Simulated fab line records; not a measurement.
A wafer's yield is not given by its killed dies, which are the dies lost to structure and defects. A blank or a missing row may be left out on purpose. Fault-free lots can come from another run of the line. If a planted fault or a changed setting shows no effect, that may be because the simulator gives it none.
fab line records	flow n5-finfet
record lots=24	wafers=72	last-day=19
route steps=1938 shown BEOL_M8@1385 BEOL_M9@1445
lots that met no fault: taken from a fault-free run of the same line
start-h: hours from the record's first day to the start of the lot's first wafer shown	wait-h: hours from the lot's prior step to this one	" same as the row above	L1.1+2: several wafers, shown together as one row	- no value present, or no start provided	* or withheld: withheld	< > ~ a bound
route shown NAME@n: NAME is a module with steps in the file, n the number in the route of the first one	usual: average and standard deviation across the fault-free wafers	same: alike in all rows	chamber/n: place in a boat	sites: each site's reading	_std_site: how widely they spread, as a standard deviation	_edge_site: outer sites' mean less inner sites'	radius-mm: how far each site lies from the wafer's centre	mask NAME#n: copy n	behind: the tool/chamber that last shaped the wafer	hold: what put the lot on hold/how long, in hours/how the hold closed	device: the transistor (n, p or np) that didn't switch	end of line: the same wafers' tests at the end of the route	a step given without rows: its recipe and nothing more	killed: at the first sort, the dies lost to defects and structure; wafer yield is something else	map: the dies of a wafer, with x for killed, . for not killed, _ for no die there
set.NAME: the setting that was run; set.NAME@STEP: the one run at that earlier step	model.NAME: the simulator's own value behind a step, which no gauge read
route steps across a sampled set of lots; one table per step, one row per wafer
services: a tool's chamber out of use, with start hour (start-h, from the record's first day; less than 0 if before it), hours out, and reason
## steps
# step N5_BEOL_M8_CD_MEAS_35
# recipe target-cd-nm=40	polarity=opening
# usual cd-nm=40.0/0.66
lot.wafer	tool	chamber	start-h	wait-h	cd-nm
L074.2	cd-sem-01	-	238.03	0.0	40.3
L074.5	"	-	"	"	40.3
L074.6	"	-	"	"	39.8
L075.2	cd-sem-02	-	238.25	0.0	38.8
L075.4	"	-	"	"	40.4
L075.5	"	-	"	"	40.1
L078.1	cd-sem-02	-	248.19	0.0	38.9
L078.2	"	-	"	"	40.2
L078.6	"	-	"	"	40.6
L077.2	cd-sem-02	-	248.41	0.0	38.9
L077.3	"	-	"	"	38.4
L077.6	"	-	"	"	39.0
L076.2	cd-sem-01	-	256.96	0.0	40.5
L076.4	"	-	"	"	40.4
L076.6	"	-	"	"	39.7
L079.1	cd-sem-03	-	260.27	0.0	41.2
L079.4	"	-	"	"	40.2
L079.5	"	-	"	"	40.7
L080.1	cd-sem-03	-	260.31	0.0	38.7
L080.3	"	-	"	"	39.8
L080.6	"	-	"	"	38.9
L081.3	cd-sem-03	-	270.46	0.0	40.6
L081.5	"	-	"	"	41.0
L081.6	"	-	"	"	40.7
L082.3	cd-sem-03	-	279.53	0.0	39.9
L082.5	"	-	"	"	39.4
L082.6	"	-	"	"	38.7
L083.2	cd-sem-01	-	285.48	0.0	39.4
L083.3	"	-	"	"	39.9
L083.4	"	-	"	"	40.0
L085.4	cd-sem-03	-	287.39	0.0	40.5
L085.5	"	-	"	"	40.1
L085.6	"	-	"	"	40.5
L086.2	cd-sem-01	-	295.84	0.0	39.8
L086.5	"	-	"	"	40.8
L086.6	"	-	"	"	39.4
L084.1	cd-sem-03	-	299.70	0.0	40.1
L084.4	"	-	"	"	39.7
L084.5	"	-	"	"	39.3
L087.4	cd-sem-03	-	310.60	0.0	39.5
L087.5	"	-	"	"	39.1
L087.6	"	-	"	"	39.2
L088.2	cd-sem-01	-	322.77	0.0	40.1
L088.3	"	-	"	"	40.0
L088.4	"	-	"	"	40.2
L089.1	cd-sem-03	-	330.65	0.0	39.9
L089.5	"	-	"	"	40.2
L089.6	"	-	"	"	40.2
L090.3	cd-sem-02	-	337.66	0.0	40.5
L090.4	"	-	"	"	40.1
L090.5	"	-	"	"	40.4
L091.1	cd-sem-01	-	338.26	0.0	39.1
L091.2	"	-	"	"	39.7
L091.4	"	-	"	"	39.4
L093.3	cd-sem-03	-	338.86	0.0	41.3
L093.4	"	-	"	"	40.7
L093.6	"	-	"	"	40.4
L092.1	cd-sem-02	-	352.99	0.0	39.2
L092.3	"	-	"	"	40.5
L092.5	"	-	"	"	40.6
L094.1	cd-sem-01	-	366.55	0.0	39.9
L094.2	"	-	"	"	39.4
L094.5	"	-	"	"	40.6
L096.2	cd-sem-03	-	367.10	0.0	40.8
L096.3	"	-	"	"	41.6
L096.6	"	-	"	"	40.3
L095.1	cd-sem-03	-	369.33	0.0	39.4
L095.4	"	-	"	"	39.9
L095.5	"	-	"	"	40.2
L097.3	cd-sem-03	-	373.45	0.0	40.0
L097.4	"	-	"	"	40.0
L097.5	"	-	"	"	40.5
# step N5_BEOL_M8_PRE_CLEAN_45
# recipe gas=H2/He	time-s=30	temp-c=250
# usual heater-power-w=347/35
lot.wafer	tool	chamber	start-h	wait-h	heater-power-w
L074.2	pvd-sputter-02	-	238.58	0.0	348
L074.5	"	-	"	"	347
L074.6	"	-	"	"	360
L075.2	pvd-sputter-02	-	238.74	0.0	360
L075.4	"	-	"	"	400
L075.5	"	-	"	"	395
L077.2	pvd-sputter-02	-	248.94	0.0	363
L077.3	"	-	"	"	318
L077.6	"	-	"	"	310
L078.1	pvd-sputter-02	-	249.42	0.0	415
L078.2	"	-	"	"	313
L078.6	"	-	"	"	359
L076.2	pvd-sputter-03	-	257.60	0.0	370
L076.4	"	-	"	"	288
L076.6	"	-	"	"	381
L079.1	pvd-sputter-02	-	260.83	0.0	395
L079.4	"	-	"	"	361
L079.5	"	-	"	"	344
L080.1	pvd-sputter-02	-	260.99	0.0	404
L080.3	"	-	"	"	312
L080.6	"	-	"	"	354
L081.3	pvd-sputter-01	-	271.08	0.0	356
L081.5	"	-	"	"	328
L081.6	"	-	"	"	347
L082.3	pvd-sputter-02	-	279.98	0.0	361
L082.5	"	-	"	"	347
L082.6	"	-	"	"	404
L083.2	pvd-sputter-03	-	287.16	0.0	377
L083.3	"	-	"	"	321
L083.4	"	-	"	"	370
L085.4	pvd-sputter-02	-	288.06	0.0	310
L085.5	"	-	"	"	366
L085.6	"	-	"	"	304
L086.2	pvd-sputter-03	-	296.34	0.0	390
L086.5	"	-	"	"	321
L086.6	"	-	"	"	286
L084.1	pvd-sputter-02	-	300.31	0.0	346
L084.4	"	-	"	"	365
L084.5	"	-	"	"	391
L087.4	pvd-sputter-02	-	311.16	0.0	361
L087.5	"	-	"	"	311
L087.6	"	-	"	"	399
L088.2	pvd-sputter-01	-	323.17	0.0	352
L088.3	"	-	"	"	283
L088.4	"	-	"	"	349
L089.1	pvd-sputter-02	-	331.33	0.0	355
L089.5	"	-	"	"	308
L089.6	"	-	"	"	394
L090.3	pvd-sputter-01	-	338.07	0.0	355
L090.4	"	-	"	"	287
L090.5	"	-	"	"	290
L091.1	pvd-sputter-03	-	339.92	0.0	324
L091.2	"	-	"	"	374
L091.4	"	-	"	"	383
L093.3	pvd-sputter-03	-	340.00	0.0	368
L093.4	"	-	"	"	286
L093.6	"	-	"	"	286
L092.1	pvd-sputter-03	-	353.60	0.0	287
L092.3	"	-	"	"	367
L092.5	"	-	"	"	387
L094.1	pvd-sputter-02	-	366.95	0.0	397
L094.2	"	-	"	"	353
L094.5	"	-	"	"	303
L096.2	pvd-sputter-02	-	369.19	0.0	346
L096.3	"	-	"	"	355
L096.6	"	-	"	"	364
L095.1	pvd-sputter-02	-	369.81	0.0	402
L095.4	"	-	"	"	361
L095.5	"	-	"	"	344
L097.3	pvd-sputter-02	-	373.86	0.0	312
L097.4	"	-	"	"	401
L097.5	"	-	"	"	309
# step N5_BEOL_M9_STRIP_36
# recipe chemistry=N2/H2	power-w=450	temp-c=40	pressure-mtorr=20	rf-frequency-hz=6e+07	overash-fraction=0.3	bias-power-w=7	h2-frac=0.5	n2-flow-sccm=200	h2-flow-sccm=200
# usual drypump-motor-current-A=5.7/0.53	oes-product-au=0.77/0.065	rf-vpp-V=59.2/1.5	showerhead-plenum-p-Torr=2.53/0.078	throttle-valve-pct=23.6/0.3
lot.wafer	tool	chamber	start-h	wait-h	drypump-motor-current-A	oes-product-au	rf-hours-counter-h	rf-vpp-V	showerhead-plenum-p-Torr	throttle-valve-pct
L074.2	rie-diel-06	2	246.53	0.0	5.9	0.75	175	60.8	2.64	23.6
L074.5	"	1	"	"	5.2	0.89	-	59.1	2.59	23.9
L074.6	"	0	"	"	6.6	0.87	-	58.4	2.59	23.2
L075.2	rie-diel-01	3	247.22	0.0	6.2	0.85	61	60.2	2.46	23.0
L075.4	"	1	"	"	5.8	0.69	211	56.0	2.42	23.9
L075.5	"	0	"	"	6.1	0.69	-	59.3	2.52	23.8
L077.2	rie-diel-01	0	256.18	0.0	6.0	0.69	195	60.9	2.52	23.8
L077.3	"	2	"	"	5.9	0.76	123	58.5	2.65	23.5
L077.6	"	3	"	"	6.3	0.85	-	59.6	2.46	23.1
L078.1	rie-diel-03	3	256.22	0.0	4.7	0.76	153	57.5	2.43	24.0
L078.2	"	1	"	"	5.0	0.80	119	59.5	2.45	24.0
L078.6	"	2	"	"	5.1	0.77	-	57.5	2.57	23.8
L076.2	rie-diel-06	3	265.54	0.0	6.0	0.74	172	60.7	2.52	23.5
L076.4	"	2	"	"	5.9	0.75	181	59.4	2.63	23.6
L076.6	"	1	"	"	5.2	0.88	-	64.1	2.59	23.9
L079.1	rie-diel-01	2	266.14	0.0	5.9	0.74	125	58.6	2.65	23.4
L079.4	"	0	"	"	6.0	0.70	198	60.4	2.52	23.8
L079.5	"	3	"	"	6.2	0.83	-	58.3	2.46	23.1
L080.1	rie-diel-01	0	269.98	0.0	6.1	0.70	199	60.8	2.52	23.8
L080.3	"	3	"	"	6.3	0.84	66	59.9	2.45	23.1
L080.6	"	2	"	"	5.9	0.75	-	59.7	2.65	23.4
L081.3	rie-diel-06	0	277.18	0.0	6.6	0.87	60	59.5	2.59	23.2
L081.5	"	3	"	"	6.0	0.73	-	59.7	2.52	23.5
L081.6	"	0	"	"	6.6	0.86	-	58.8	2.59	23.2
L082.3	rie-diel-06	3	288.37	0.0	5.9	0.74	178	60.6	2.52	23.5
L082.5	"	0	"	"	6.7	0.87	-	59.7	2.59	23.2
L082.6	"	1	"	"	5.2	0.86	-	61.2	2.59	23.9
L083.2	rie-diel-03	0	296.30	0.0	5.5	0.88	44	59.5	2.59	23.5
L083.3	"	2	"	"	5.1	0.78	118	58.5	2.56	23.8
L083.4	"	3	"	"	4.7	0.74	161	59.2	2.43	24.0
L085.4	rie-diel-06	1	296.35	0.0	5.2	0.87	48	61.6	2.58	23.9
L085.5	"	2	"	"	6.0	0.72	-	59.6	2.63	23.6
L085.6	"	3	"	"	6.0	0.74	-	58.7	2.51	23.5
L086.2	rie-diel-03	2	304.06	0.0	5.1	0.76	120	61.5	2.56	23.8
L086.5	"	0	"	"	5.5	0.87	-	60.7	2.59	23.5
L086.6	"	3	"	"	4.7	0.75	-	59.3	2.43	24.0
L084.1	rie-diel-03	2	309.83	0.0	5.1	0.76	122	59.0	2.56	23.8
L084.4	"	0	"	"	5.5	0.86	-	61.7	2.59	23.5
L084.5	"	1	"	"	5.0	0.79	-	58.9	2.45	24.0
L087.4	rie-diel-03	0	320.56	0.0	5.5	0.86	51	57.7	2.59	23.5
L087.5	"	3	"	"	4.7	0.75	-	57.6	2.43	24.0
L087.6	"	0	"	"	5.5	0.86	-	59.7	2.59	23.5
L088.2	rie-diel-01	0	334.68	0.0	6.0	0.67	221	58.9	2.51	23.9
L088.3	"	2	"	"	5.9	0.74	149	56.7	2.64	23.5
L088.4	"	1	"	"	5.8	0.68	238	57.5	2.41	23.9
L089.1	rie-diel-06	1	339.41	0.0	5.2	0.85	62	62.8	2.58	23.9
L089.5	"	1	"	"	5.2	0.84	-	61.0	2.58	23.9
L089.6	"	2	"	"	6.0	0.73	-	60.8	2.62	23.6
L090.3	rie-diel-06	2	344.33	0.0	6.0	0.71	206	60.7	2.62	23.7
L090.4	"	0	"	"	6.6	0.83	83	59.1	2.58	23.2
L090.5	"	1	"	"	5.2	0.85	-	56.0	2.58	24.0
L093.3	rie-diel-01	3	345.10	0.0	6.2	0.81	92	59.8	2.44	23.1
L093.4	"	2	"	"	5.9	0.74	151	57.1	2.64	23.5
L093.6	"	3	"	"	6.2	0.80	-	60.5	2.44	23.1
L091.1	rie-diel-03	3	345.23	0.0	4.7	0.73	171	58.6	2.43	24.1
L091.2	"	0	"	"	5.5	0.85	56	58.5	2.59	23.5
L091.4	"	2	"	"	5.1	0.76	130	60.8	2.56	23.8
L092.1	rie-diel-06	0	359.66	0.0	6.6	0.84	86	59.7	2.58	23.2
L092.3	"	3	"	"	6.0	0.71	199	59.7	2.51	23.6
L092.5	"	3	"	"	6.0	0.72	-	58.3	2.51	23.5
L094.1	rie-diel-01	3	373.73	0.0	6.2	0.79	101	59.7	2.44	23.1
L094.2	"	0	"	"	6.1	0.68	231	58.6	2.51	23.9
L094.5	"	2	"	"	5.9	0.73	-	58.5	2.63	23.5
L096.2	rie-diel-03	3	381.70	0.0	4.7	0.73	181	59.1	2.42	24.1
L096.3	"	0	"	"	5.5	0.85	65	60.4	2.58	23.5
L096.6	"	1	"	"	5.0	0.78	-	59.0	2.44	24.0
L095.1	rie-diel-01	0	381.75	0.0	6.0	0.67	233	58.5	2.51	23.9
L095.4	"	1	"	"	5.8	0.68	250	60.0	2.40	23.9
L095.5	"	2	"	"	5.9	0.72	-	59.2	2.63	23.5
L097.3	rie-diel-01	2	383.91	0.0	5.9	0.72	164	58.8	2.63	23.5
L097.4	"	2	"	"	5.9	0.73	-	62.0	2.63	23.5
L097.5	"	0	"	"	6.0	0.67	-	62.3	2.51	23.9
# step N5_BEOL_M9_PRE_CLEAN_45
# recipe gas=H2/He	time-s=30	temp-c=250
# usual heater-power-w=341/36
lot.wafer	tool	chamber	start-h	wait-h	heater-power-w
L074.2	pvd-sputter-02	-	247.36	0.0	358
L074.5	"	-	"	"	391
L074.6	"	-	"	"	310
L075.2	pvd-sputter-03	-	248.63	0.0	309
L075.4	"	-	"	"	288
L075.5	"	-	"	"	377
L077.2	pvd-sputter-03	-	257.12	0.0	282
L077.3	"	-	"	"	370
L077.6	"	-	"	"	295
L078.1	pvd-sputter-03	-	257.28	0.0	314
L078.2	"	-	"	"	366
L078.6	"	-	"	"	319
L076.2	pvd-sputter-02	-	266.43	0.0	361
L076.4	"	-	"	"	412
L076.6	"	-	"	"	396
L079.1	pvd-sputter-01	-	269.88	0.0	335
L079.4	"	-	"	"	327
L079.5	"	-	"	"	347
L080.1	pvd-sputter-02	-	270.80	0.0	308
L080.3	"	-	"	"	352
L080.6	"	-	"	"	408
L081.3	pvd-sputter-03	-	278.37	0.0	372
L081.5	"	-	"	"	281
L081.6	"	-	"	"	319
L082.3	pvd-sputter-02	-	292.36	0.0	396
L082.5	"	-	"	"	347
L082.6	"	-	"	"	358
L083.2	pvd-sputter-03	-	297.14	0.0	364
L083.3	"	-	"	"	328
L083.4	"	-	"	"	368
L085.4	pvd-sputter-01	-	299.12	0.0	331
L085.5	"	-	"	"	337
L085.6	"	-	"	"	359
L086.2	pvd-sputter-02	-	305.22	0.0	398
L086.5	"	-	"	"	360
L086.6	"	-	"	"	315
L084.1	pvd-sputter-02	-	311.00	0.0	362
L084.4	"	-	"	"	313
L084.5	"	-	"	"	367
L087.4	pvd-sputter-03	-	321.63	0.0	373
L087.5	"	-	"	"	383
L087.6	"	-	"	"	284
L088.2	pvd-sputter-02	-	335.45	0.0	365
L088.3	"	-	"	"	305
L088.4	"	-	"	"	402
L089.1	pvd-sputter-01	-	340.19	0.0	291
L089.5	"	-	"	"	334
L089.6	"	-	"	"	334
L090.3	pvd-sputter-01	-	345.26	0.0	340
L090.4	"	-	"	"	347
L090.5	"	-	"	"	328
L093.3	pvd-sputter-03	-	345.90	0.0	287
L093.4	"	-	"	"	373
L093.6	"	-	"	"	371
L091.1	pvd-sputter-03	-	346.31	0.0	378
L091.2	"	-	"	"	287
L091.4	"	-	"	"	374
L092.1	pvd-sputter-03	-	360.52	0.0	282
L092.3	"	-	"	"	365
L092.5	"	-	"	"	368
L094.1	pvd-sputter-03	-	374.52	0.0	325
L094.2	"	-	"	"	370
L094.5	"	-	"	"	320
L096.2	pvd-sputter-03	-	382.56	0.0	321
L096.3	"	-	"	"	375
L096.6	"	-	"	"	291
L095.1	pvd-sputter-01	-	382.59	0.0	360
L095.4	"	-	"	"	287
L095.5	"	-	"	"	333
L097.3	pvd-sputter-03	-	384.82	0.0	372
L097.4	"	-	"	"	281
L097.5	"	-	"	"	286
# step N5_BEOL_M9_ALD_74
# recipe material=TaN	target-thk-a=20	temp-c=275	ald-precursor-family=PDMAT	ald-co-reactant=NH3	pressure-torr=3	carrier-flow-sccm=1500	pulse-time-s=2	purge-time-s=3	co-reactant-purge-time-s=2	co-reactant-pulse-time-s=3	ald-cycles=40	precursor-vessel-temp-c=75	precursor-vessel-pressure-torr=26.25	precursor-vessel-carrier-sccm=1000
# usual heater-power-outer-w=219/25	heater-power-w=403/50	precursor-vessel-carrier-sccm=999.7/2.8
# same co-reactant-purge-time-s=2
lot.wafer	tool	chamber	start-h	wait-h	heater-power-outer-w	heater-power-w	precursor-vessel-carrier-sccm
L074.2	ald-metal-01	0	247.65	0.3	242	480	999.0
L074.5	"	1	"	"	183	333	1003.0
L074.6	"	0	"	"	242	486	1000.5
L075.2	ald-metal-01	1	248.70	0.1	192	336	1002.3
L075.4	"	0	"	"	246	476	1003.7
L075.5	"	1	"	"	181	327	1001.8
L077.2	ald-metal-01	1	257.18	0.0	182	337	1004.4
L077.3	"	2	"	"	239	427	1001.9
L077.6	"	3	"	"	217	405	996.5
L078.1	ald-metal-02	1	257.34	0.0	183	344	997.2
L078.2	"	3	"	"	243	456	1002.0
L078.6	"	2	"	"	202	364	1001.6
L076.2	ald-metal-01	1	266.50	0.0	186	319	997.2
L076.4	"	3	"	"	223	405	1003.5
L076.6	"	1	"	"	182	328	999.7
L079.1	ald-metal-01	1	269.94	0.0	185	330	997.9
L079.4	"	2	"	"	242	423	999.9
L079.5	"	0	"	"	246	479	1004.1
L080.1	ald-metal-02	1	270.88	0.1	184	351	1000.1
L080.3	"	3	"	"	240	458	1000.0
L080.6	"	2	"	"	203	365	999.8
L081.3	ald-metal-01	0	278.45	0.1	247	485	1002.8
L081.5	"	2	"	"	245	425	999.6
L081.6	"	3	"	"	215	412	996.2
L082.3	ald-metal-01	1	292.42	0.0	187	329	1001.9
L082.5	"	0	"	"	251	478	1003.9
L082.6	"	1	"	"	185	317	1000.8
L083.2	ald-metal-01	2	297.22	0.1	241	434	1002.3
L083.3	"	1	"	"	185	325	994.8
L083.4	"	3	"	"	214	406	995.0
L085.4	ald-metal-01	3	299.26	0.1	218	415	1002.1
L085.5	"	3	"	"	223	402	997.3
L085.6	"	0	"	"	257	482	991.6
L086.2	ald-metal-02	3	305.30	0.1	246	440	999.3
L086.5	"	3	"	"	245	439	998.8
L086.6	"	2	"	"	202	353	993.1
L084.1	ald-metal-04	0	311.10	0.1	214	412	1003.4
L084.4	"	1	"	"	247	456	999.5
L084.5	"	1	"	"	245	467	997.3
L087.4	ald-metal-01	2	321.84	0.2	242	415	997.5
L087.5	"	1	"	"	181	336	999.2
L087.6	"	3	"	"	220	405	999.7
L088.2	ald-metal-04	1	335.51	0.0	244	455	997.5
L088.3	"	3	"	"	244	437	1002.2
L088.4	"	2	"	"	223	394	1000.1
L089.1	ald-metal-01	3	340.32	0.1	215	406	1001.0
L089.5	"	2	"	"	238	423	1002.2
L089.6	"	1	"	"	185	335	998.9
L090.3	ald-metal-01	3	345.33	0.0	217	405	1003.2
L090.4	"	1	"	"	177	326	992.8
L090.5	"	0	"	"	242	467	999.9
L093.3	ald-metal-01	1	345.96	0.0	189	322	996.9
L093.4	"	3	"	"	223	425	994.5
L093.6	"	1	"	"	184	331	997.2
L091.1	ald-metal-02	3	346.37	0.0	252	454	995.7
L091.2	"	2	"	"	200	368	1002.9
L091.4	"	0	"	"	174	346	998.9
L092.1	ald-metal-04	1	360.58	0.0	237	444	994.7
L092.3	"	3	"	"	244	437	999.0
L092.5	"	3	"	"	249	443	996.7
L094.1	ald-metal-01	3	374.58	0.0	217	412	996.6
L094.2	"	0	"	"	246	479	997.9
L094.5	"	2	"	"	239	428	997.9
L096.2	ald-metal-04	1	382.62	0.0	235	426	998.7
L096.3	"	3	"	"	247	432	999.3
L096.6	"	1	"	"	236	425	1001.8
L095.1	ald-metal-01	2	382.65	0.0	236	421	998.6
L095.4	"	0	"	"	246	482	995.4
L095.5	"	2	"	"	244	425	996.6
L097.3	ald-metal-04	3	384.88	0.0	243	439	1000.7
L097.4	"	1	"	"	233	437	1000.3
L097.5	"	0	"	"	196	374	997.7
# step N5_BEOL_M9_CMP_52
# recipe stop-on=SiCOH_lowk	t-overpolish-s=7	down-force-psi=1	platen-rpm=50	clearing-platen-down-force-psi=1.5	clearing-platen-rpm=50	post-cmp-clean=cu-alkaline	target-thk-nm=140	clearing-platen-pad-velocity-m-s=0.99484	pad-velocity-m-s=0.99484
# usual barrier-field-endpoint-s=29.1/0.68	motor-current-A=6.2/0.63	overpolish-run-s=7.000/0.0099	time-to-endpoint-s=66.1/2.6
lot.wafer	tool	chamber	start-h	wait-h	barrier-field-endpoint-s	motor-current-A	overpolish-run-s	time-to-endpoint-s
L074.2	cmp-02	3	249.60	0.3	29.2	7.0	6.998	66.2
L074.6	"	1	"	"	29.4	6.2	7.004	67.0
L074.5	"	2	"	"	29.6	6.1	7.012	66.7
L075.2	cmp-02	2	250.78	0.3	28.0	5.8	7.013	64.6
L075.4	"	3	"	"	28.2	7.0	6.983	60.8
L075.5	"	0	"	"	28.4	6.4	6.997	64.3
L077.2	cmp-02	0	258.30	0.2	28.4	6.7	7.007	63.9
L077.3	"	2	"	"	28.0	6.0	7.009	63.6
L077.6	"	3	"	"	28.8	6.9	7.009	65.1
L078.2	cmp-03	1	258.70	0.3	28.3	5.6	7.009	64.4
L078.1	"	2	"	"	28.7	6.4	7.000	65.5
L078.6	"	0	"	"	29.0	7.0	6.988	68.9
L076.4	cmp-03	3	269.76	0.5	28.4	6.1	6.996	65.8
L076.2	"	0	"	"	29.4	6.6	6.995	72.1
L076.6	"	2	"	"	29.6	6.6	6.991	66.2
L079.4	cmp-03	3	271.17	0.2	29.5	5.9	6.999	65.3
L079.1	"	0	"	"	29.0	6.4	6.998	67.3
L079.5	"	2	"	"	29.2	6.3	6.984	65.7
L080.1	cmp-03	1	271.97	0.3	28.7	5.6	7.005	63.7
L080.3	"	2	"	"	29.1	6.7	6.997	65.2
L080.6	"	0	"	"	31.0	7.0	6.992	71.4
L081.3	cmp-01	2	279.89	0.3	29.0	5.0	7.009	67.9
L081.5	"	3	"	"	30.4	6.7	6.999	73.0
L081.6	"	0	"	"	30.0	6.8	7.002	71.2
L082.3	cmp-01	0	293.84	0.2	30.2	6.9	7.006	68.2
L082.5	"	0	"	"	30.7	6.9	6.993	70.5
L082.6	"	1	"	"	29.7	4.9	7.020	60.9
L083.2	cmp-02	0	302.45	0.2	28.4	6.2	7.013	63.4
L083.3	"	1	"	"	28.7	6.2	7.005	64.9
L083.4	"	2	"	"	29.1	6.5	7.003	62.4
L085.4	cmp-03	1	303.32	0.2	28.6	5.5	7.021	66.0
L085.6	"	0	"	"	28.9	6.6	6.983	66.5
L085.5	"	1	"	"	28.8	5.7	6.998	62.0
L086.2	cmp-03	1	308.96	0.2	28.5	5.7	7.003	62.9
L086.6	"	1	"	"	28.7	5.6	6.982	61.8
L086.5	"	2	"	"	29.0	6.6	7.019	64.9
L084.4	cmp-01	1	314.90	0.2	28.9	5.2	7.001	63.5
L084.1	"	3	"	"	29.6	6.9	7.003	68.5
L084.5	"	0	"	"	30.2	6.9	6.998	68.0
L087.4	cmp-03	1	322.74	0.1	28.3	5.6	7.001	64.6
L087.6	"	1	"	"	29.0	5.7	7.008	67.2
L087.5	"	2	"	"	29.0	6.6	7.003	66.9
L088.3	cmp-02	0	336.99	0.3	29.2	6.4	6.994	65.8
L088.2	"	2	"	"	28.4	6.0	7.015	64.1
L088.4	"	3	"	"	27.9	7.1	7.007	60.2
L089.1	cmp-02	0	341.48	0.4	29.2	6.4	7.010	65.2
L089.5	"	1	"	"	29.8	5.9	6.993	68.9
L089.6	"	2	"	"	29.1	5.8	6.989	66.7
L090.3	cmp-02	1	346.34	0.2	28.5	6.1	7.002	65.3
L090.4	"	3	"	"	28.8	6.9	6.999	63.3
L090.5	"	0	"	"	29.3	6.7	7.018	67.8
L093.3	cmp-01	3	347.00	0.2	28.7	6.8	7.004	65.6
L093.4	"	1	"	"	29.2	5.2	7.010	62.2
L093.6	"	0	"	"	30.3	7.0	7.005	70.3
L091.2	cmp-03	1	347.40	0.2	29.1	5.8	7.008	65.2
L091.4	"	3	"	"	29.5	6.0	7.000	65.4
L091.1	"	0	"	"	29.9	6.5	6.995	69.6
L092.1	cmp-01	0	361.94	0.3	29.3	7.0	6.999	71.7
L092.3	"	1	"	"	27.9	5.1	6.996	67.5
L092.5	"	3	"	"	29.5	6.3	6.997	70.4
L094.1	cmp-01	1	377.01	0.3	28.4	5.2	6.998	66.3
L094.2	"	0	"	"	28.8	7.0	6.995	68.5
L094.5	"	2	"	"	29.8	5.1	7.004	67.9
L096.2	cmp-03	1	384.59	0.2	29.1	5.7	7.013	63.9
L096.3	"	3	"	"	28.7	6.0	7.006	62.5
L096.6	"	1	"	"	28.9	5.4	7.003	59.4
L095.4	cmp-03	2	385.21	0.2	29.4	6.9	7.002	67.2
L095.1	"	0	"	"	29.0	6.9	6.996	68.7
L095.5	"	1	"	"	29.0	5.6	7.007	63.9
L097.3	cmp-01	0	386.82	0.2	28.5	6.9	6.989	68.1
L097.4	"	1	"	"	27.8	5.4	7.009	60.4
L097.5	"	1	"	"	28.2	5.3	7.013	61.1
## services
tool	chamber	start-h	hours	kind
rie-diel-06	2	224.10	3.8	repair
cmp-03	-	237.49	1.0	repair
cmp-01	-	239.06	4.0	pm
cmp-03	-	240.40	3.9	pm
cmp-01	-	248.53	5.0	repair
cmp-03	-	250.66	1.3	repair
rie-diel-03	2	257.70	2.6	repair
cmp-01	-	263.05	14.3	pm
pvd-sputter-01	-	272.01	0.5	repair
cmp-03	-	275.55	2.8	repair
rie-diel-03	-	281.46	14.6	pm
cmp-01	-	300.84	1.5	repair
cmp-03	-	311.47	1.6	repair
ald-metal-01	0	317.79	4.0	repair
cmp-03	-	326.61	2.4	repair
cmp-03	-	329.16	4.2	pm
cmp-03	-	335.83	2.4	repair
ald-metal-01	2	353.41	9.2	repair
cmp-03	-	357.26	4.0	pm
cmp-03	-	372.91	0.8	repair
cmp-03	-	374.93	0.9	repair
pvd-sputter-02	-	375.57	6.0	repair
pvd-sputter-03	-	378.12	2.5	repair
cmp-03	-	378.63	1.8	repair
## key
fault none
